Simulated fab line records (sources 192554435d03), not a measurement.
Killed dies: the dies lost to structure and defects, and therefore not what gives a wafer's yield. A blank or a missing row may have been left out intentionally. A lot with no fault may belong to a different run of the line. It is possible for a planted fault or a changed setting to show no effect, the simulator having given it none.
A single fault, viewed from 3 desks + flow n5-finfet + numbers are kept per desk, each desk with only its own; the story behind them comes last

## AT THE TOOL OWNER'S DESK: lpcvd-01
The tool's own readings at N5_DUMMY_GATE_CVD_03 (deposits a-Si from SiH4, target thk 150 nm, time 8042 s): means of the sampled wafers that have a number, for each lot that ran on this tool. Any lot whose mean is over 4 standard deviations away from the usual mean is out of limits and marked OUT; that distance is given in the brackets.
Columns: A = spike-tc-bottom-C at N5_DUMMY_GATE_CVD_03, usual 554.1 C; B = zone-power-upper-pct at N5_DUMMY_GATE_CVD_03, usual 6.3 %
| lot  | first seen here | A     | B   |
|------|-----------------|-------|-----|
| L522 | day 2 13:52     | 557.3 | 6.5 |
| L523 | day 2 21:37     | 552.0 | 5.6 |
| L525 | day 3 08:28     | 552.7 | 5.6 |
| L526 | day 3 14:09     | 551.8 | 5.6 |
| L527 | day 3 19:49     | 556.7 | 6.5 |
| L532 | day 5 03:50     | 557.5 | 6.4 |
| L537 | day 6 07:11     | 552.0 | 5.6 |
| L538 | day 6 15:00     | 551.5 | 5.6 |
Finding of this desk: none of the 8 lots has anything out of limits.

## AT THE METROLOGY DESK
Means of the sampled wafers that have a number, per lot and without regard to the tool the lot ran on: this is what the gauges read. Any lot whose mean is over 4 standard deviations away from the usual mean is out of limits and marked OUT; that distance is given in the brackets. Of its 11 readings 7 are shown: the one that was out of limits first, and those that lie furthest out on some lot.
Columns: A = thk-nm at N5_DUMMY_GATE_THK_MEAS_05, usual 71.6 nm; B = DIBL_P at N5_BEOL_M4_RC_MEAS_101, usual 35.3 mV/V; C = ION_N at N5_BEOL_M4_RC_MEAS_101, usual 676 uA/um; D = ION_P at N5_BEOL_M4_RC_MEAS_101, usual 463 uA/um; E = SS_P at N5_BEOL_M4_RC_MEAS_101, usual 73.0 mV/dec; F = VT_N at N5_BEOL_M4_RC_MEAS_101, usual 250 mV; G = VT_P at N5_BEOL_M4_RC_MEAS_101, usual -249.8 mV
| lot  | first seen here | A              | B    | C   | D   | E    | F   | G      |
|------|-----------------|----------------|------|-----|-----|------|-----|--------|
| L522 | day 2 17:52     | 69.9           | 39.3 | 697 | 478 | 72.9 | 242 | -246.0 |
| L523 | day 3 01:35     | 72.6           | 34.1 | 680 | 464 | 72.9 | 252 | -249.9 |
| L525 | day 3 12:28     | 71.1           | 36.9 | 670 | 457 | 73.2 | 248 | -248.7 |
| L526 | day 3 18:07     | 72.8           | 36.8 | 671 | 458 | 74.0 | 250 | -250.8 |
| L527 | day 3 23:47     | 72.1           | 37.2 | 688 | 474 | 73.5 | 249 | -247.8 |
| L530 | day 4 18:38     | 71.6           | 35.2 | 677 | 463 | 72.8 | 251 | -251.5 |
| L532 | day 5 07:49     | 72.1           | 31.4 | 675 | 465 | 71.9 | 252 | -252.8 |
| L537 | day 6 11:10     | 48.1 (-15) OUT | -    | -   | -   | -    | -   | -      |
| L538 | day 6 18:59     | 51.4 (-13) OUT | -    | -   | -   | -    | -   | -      |
| L539 | day 6 22:53     | 72.2           | 34.6 | 681 | 467 | 72.8 | 252 | -250.0 |
| L544 | day 8 04:56     | 71.2           | 32.7 | 670 | 464 | 72.3 | 251 | -251.2 |
This desk finds L537, L538 out of limits, L537 being first, at day 6 11:10 (thk-nm at N5_DUMMY_GATE_THK_MEAS_05). L522, L523, L525, L526, L527, L530, L532, L539, L544: within limits.

## THE DEFECT DESK
What the inspections along the route counted, lot by lot: means of the sampled wafers that have a number. Any lot whose mean is over 4 standard deviations away from the usual mean is out of limits and marked OUT; that distance is given in the brackets.
Columns: A = raw-defect-count at N5_FIN_CUT_INSPECT_17, usual 204; B = raw-defect-count at N5_DUMMY_GATE_INSPECT_17, usual 190
| lot  | first seen here | A   | B   |
|------|-----------------|-----|-----|
| L522 | day 2 03:57     | 149 | 195 |
| L523 | day 2 12:21     | 166 | 191 |
| L525 | day 2 22:58     | 248 | 194 |
| L526 | day 3 04:56     | 160 | 174 |
| L527 | day 3 10:37     | 122 | 146 |
| L530 | day 4 05:37     | 150 | 145 |
| L532 | day 4 16:35     | 232 | 219 |
| L537 | day 5 22:15     | 192 | 254 |
| L538 | day 6 05:14     | 221 | 164 |
| L539 | day 6 09:46     | 164 | 147 |
| L544 | day 7 15:43     | 198 | 175 |
Finding of this desk: none of the 11 lots has anything out of limits.

## BROUGHT TOGETHER
On L537, L538, the metrology desk was in a position to raise an alarm at day 6 11:10.
The desk of the tool owner found nothing out of limits.
Nothing the defect desk looked at was out of limits.
Tool owner's desk: L537, L538 on record, inside its limits.
The defect desk has L537, L538 on record, within its limits.
All the named lots went through N5_DUMMY_GATE_CVD_03 on lpcvd-01.

## WHAT WAS PUT IN BY THE SIMULATOR
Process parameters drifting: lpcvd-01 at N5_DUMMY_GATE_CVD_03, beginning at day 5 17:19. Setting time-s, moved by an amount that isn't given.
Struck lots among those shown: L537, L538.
Per desk, hours elapsed from the start of the fault to the first reading out of limits: for the metrology desk, 18.
